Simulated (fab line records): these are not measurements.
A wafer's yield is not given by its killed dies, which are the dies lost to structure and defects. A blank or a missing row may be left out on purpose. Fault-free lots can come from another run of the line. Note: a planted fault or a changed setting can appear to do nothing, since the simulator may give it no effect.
Chamber matching :: flow nandHarc :: NHARC_A_BLC_STRIP_29 on rieDiel-06: 4 sister chambers
The step strips in CF4. 18 wafers are shown with their chamber, then 9 later ones without.

## WAFERS, EACH WITH ITS CHAMBER
wafer: L074.2
chamber: 1
drypumpMotorCurrentA (A): 5.58
showerheadPlenumPTorr (Torr): 1.79
oesProductAu (a.u.): 0.997

wafer: L074.3
chamber: 3
drypumpMotorCurrentA (A): 6.21
showerheadPlenumPTorr (Torr): 1.73
oesProductAu (a.u.): 0.999

wafer: L074.5
chamber: 2
drypumpMotorCurrentA (A): 5.29
showerheadPlenumPTorr (Torr): 1.64
oesProductAu (a.u.): 0.999

wafer: L078.1
chamber: 2
drypumpMotorCurrentA (A): 5.31
showerheadPlenumPTorr (Torr): 1.64
oesProductAu (a.u.): 1.009

wafer: L078.3
chamber: 1
drypumpMotorCurrentA (A): 5.61
showerheadPlenumPTorr (Torr): 1.78
oesProductAu (a.u.): 0.999

wafer: L078.5
chamber: 1
drypumpMotorCurrentA (A): 5.64
showerheadPlenumPTorr (Torr): 1.78
oesProductAu (a.u.): 0.995

wafer: L084.2
chamber: 2
drypumpMotorCurrentA (A): 5.27
showerheadPlenumPTorr (Torr): 1.64
oesProductAu (a.u.): 1.003

wafer: L084.4
chamber: 3
drypumpMotorCurrentA (A): 6.23
showerheadPlenumPTorr (Torr): 1.72
oesProductAu (a.u.): 1.003

wafer: L084.6
chamber: 0
drypumpMotorCurrentA (A): 6.16
showerheadPlenumPTorr (Torr): 1.68
oesProductAu (a.u.): 0.997

wafer: L089.1
chamber: 0
drypumpMotorCurrentA (A): 6.13
showerheadPlenumPTorr (Torr): 1.68
oesProductAu (a.u.): 0.993

wafer: L089.3
chamber: 2
drypumpMotorCurrentA (A): 5.29
showerheadPlenumPTorr (Torr): 1.64
oesProductAu (a.u.): 1.001

wafer: L089.4
chamber: 1
drypumpMotorCurrentA (A): 5.62
showerheadPlenumPTorr (Torr): 1.78
oesProductAu (a.u.): 0.993

wafer: L088.2
chamber: 0
drypumpMotorCurrentA (A): 6.14
showerheadPlenumPTorr (Torr): 1.68
oesProductAu (a.u.): 0.993

wafer: L088.4
chamber: 2
drypumpMotorCurrentA (A): 5.27
showerheadPlenumPTorr (Torr): 1.64
oesProductAu (a.u.): 1.009

wafer: L088.6
chamber: 0
drypumpMotorCurrentA (A): 6.14
showerheadPlenumPTorr (Torr): 1.68
oesProductAu (a.u.): 0.986

wafer: L095.1
chamber: 3
drypumpMotorCurrentA (A): 6.23
showerheadPlenumPTorr (Torr): 1.72
oesProductAu (a.u.): 0.996

wafer: L095.2
chamber: 0
drypumpMotorCurrentA (A): 6.15
showerheadPlenumPTorr (Torr): 1.68
oesProductAu (a.u.): 0.991

wafer: L095.3
chamber: 2
drypumpMotorCurrentA (A): 5.30
showerheadPlenumPTorr (Torr): 1.64
oesProductAu (a.u.): 0.995

SIGNATURES (averages over the wafers above)
reading: drypumpMotorCurrentA
chamber 0: 6.1440
chamber 1: 5.6125
chamber 2: 5.2883
chamber 3: 6.2233
scatter within a chamber: 0.0168

reading: showerheadPlenumPTorr
chamber 0: 1.6800
chamber 1: 1.7825
chamber 2: 1.6400
chamber 3: 1.7233
scatter within a chamber: 0.00318

reading: oesProductAu
chamber 0: 0.99200
chamber 1: 0.99600
chamber 2: 1.00267
chamber 3: 0.99933
scatter within a chamber: 0.00434
Rule: a wafer lies at a distance from a chamber equal to the root of the sum of squares, over the readings, of (its reading less the chamber's mean, divided by the reading's scatter). If the next closest chamber is less than 2 further off than the closest, the wafer can't be placed; otherwise it belongs to the closest. The scatter: take each reading less its chamber's mean, square it, sum over the shown wafers, divide by the number of wafers less the number of chambers, and take the root.

## WAFERS MISSING THEIR CHAMBER
wafer: L092.3
drypumpMotorCurrentA (A): 6.16
showerheadPlenumPTorr (Torr): 1.68
oesProductAu (a.u.): 0.992

wafer: L092.4
drypumpMotorCurrentA (A): 6.24
showerheadPlenumPTorr (Torr): 1.72
oesProductAu (a.u.): 1.002

wafer: L092.6
drypumpMotorCurrentA (A): 6.12
showerheadPlenumPTorr (Torr): 1.68
oesProductAu (a.u.): 0.994

wafer: L094.2
drypumpMotorCurrentA (A): 6.12
showerheadPlenumPTorr (Torr): 1.68
oesProductAu (a.u.): 0.997

wafer: L094.5
drypumpMotorCurrentA (A): 6.23
showerheadPlenumPTorr (Torr): 1.72
oesProductAu (a.u.): 1.009

wafer: L094.6
drypumpMotorCurrentA (A): 5.29
showerheadPlenumPTorr (Torr): 1.64
oesProductAu (a.u.): 1.001

wafer: L097.2
drypumpMotorCurrentA (A): 5.27
showerheadPlenumPTorr (Torr): 1.64
oesProductAu (a.u.): 1.004

wafer: L097.3
drypumpMotorCurrentA (A): 5.62
showerheadPlenumPTorr (Torr): 1.78
oesProductAu (a.u.): 0.992

wafer: L097.6
drypumpMotorCurrentA (A): 6.12
showerheadPlenumPTorr (Torr): 1.68
oesProductAu (a.u.): 1.003

## CHAMBER TAKEN BY EACH
wafer: L092.3
from the rows above: 0
in truth: 0

wafer: L092.4
from the rows above: 3
in truth: 3

wafer: L092.6
from the rows above: 0
in truth: 0

wafer: L094.2
from the rows above: 0
in truth: 0

wafer: L094.5
from the rows above: 3
in truth: 3

wafer: L094.6
from the rows above: 2
in truth: 2

wafer: L097.2
from the rows above: 2
in truth: 2

wafer: L097.3
from the rows above: 1
in truth: 1

wafer: L097.6
from the rows above: 0
in truth: 0
Placed correctly: 9 of 9. Not placeable from these rows: 0. Number placed wrongly: 0.
